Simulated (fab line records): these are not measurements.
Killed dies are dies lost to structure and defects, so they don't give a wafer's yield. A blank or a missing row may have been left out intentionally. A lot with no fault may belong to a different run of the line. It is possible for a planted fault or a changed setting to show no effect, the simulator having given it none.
Matching of chambers | flow n5Finfet | N5_BEOL_M11_ETCH_65 on rieDiel-03: 4 sister chambers
The step etches SiARC in CF4, target depth 39 nm, time 65 s. 8 wafers are shown with their chamber, then 8 later ones without.

EACH WAFER AND ITS CHAMBER
wafer  | chamber | showerheadPlenumPTorr (Torr) | oesProductAu (a.u.)
L075.5 | 2       | 2.02                         | 0.58
L079.2 | 1       | 2.18                         | 0.81
L079.3 | 0       | 2.10                         | 0.75
L079.4 | 2       | 2.02                         | 0.58
L083.1 | 1       | 2.17                         | 0.80
L083.2 | 0       | 2.10                         | 0.74
L083.3 | 3       | 2.15                         | 0.60
L083.4 | 3       | 2.15                         | 0.60

WAFERS WITHOUT THEIR CHAMBER
wafer  | showerheadPlenumPTorr (Torr) | oesProductAu (a.u.)
L083.5 | 2.18                         | 0.80
L083.6 | 2.10                         | 0.74
L082.1 | 2.10                         | 0.74
L082.3 | 2.15                         | 0.60
L082.6 | 2.17                         | 0.81
L089.1 | 2.17                         | 0.78
L089.2 | 2.10                         | 0.73
L089.5 | 2.15                         | 0.60

WHICH CHAMBER EACH ONE RAN IN
wafer  | from the rows above | in truth
L083.5 | 1                   | 1
L083.6 | 0                   | 0
L082.1 | 0                   | 0
L082.3 | 3                   | 3
L082.6 | 1                   | 1
L089.1 | 1                   | 1
L089.2 | 0                   | 0
L089.5 | 3                   | 3
Correctly placed: 8 of 8. Not placeable from these rows: 0. Number placed wrongly: 0.
How it was worked out, from the rows above alone: a wafer's distance from a chamber is the root of the sum, over the readings, of the square of ((its reading less the chamber's mean) divided by the reading's scatter). The wafer belongs to the nearest chamber; if the next one is less than 2 further off, it can't be placed. The mean given for a chamber averages the wafers shown for that chamber. The scatter is the square root of a quotient: the sum, over the shown wafers, of each reading's squared deviation from its chamber's mean, divided by wafers minus chambers.
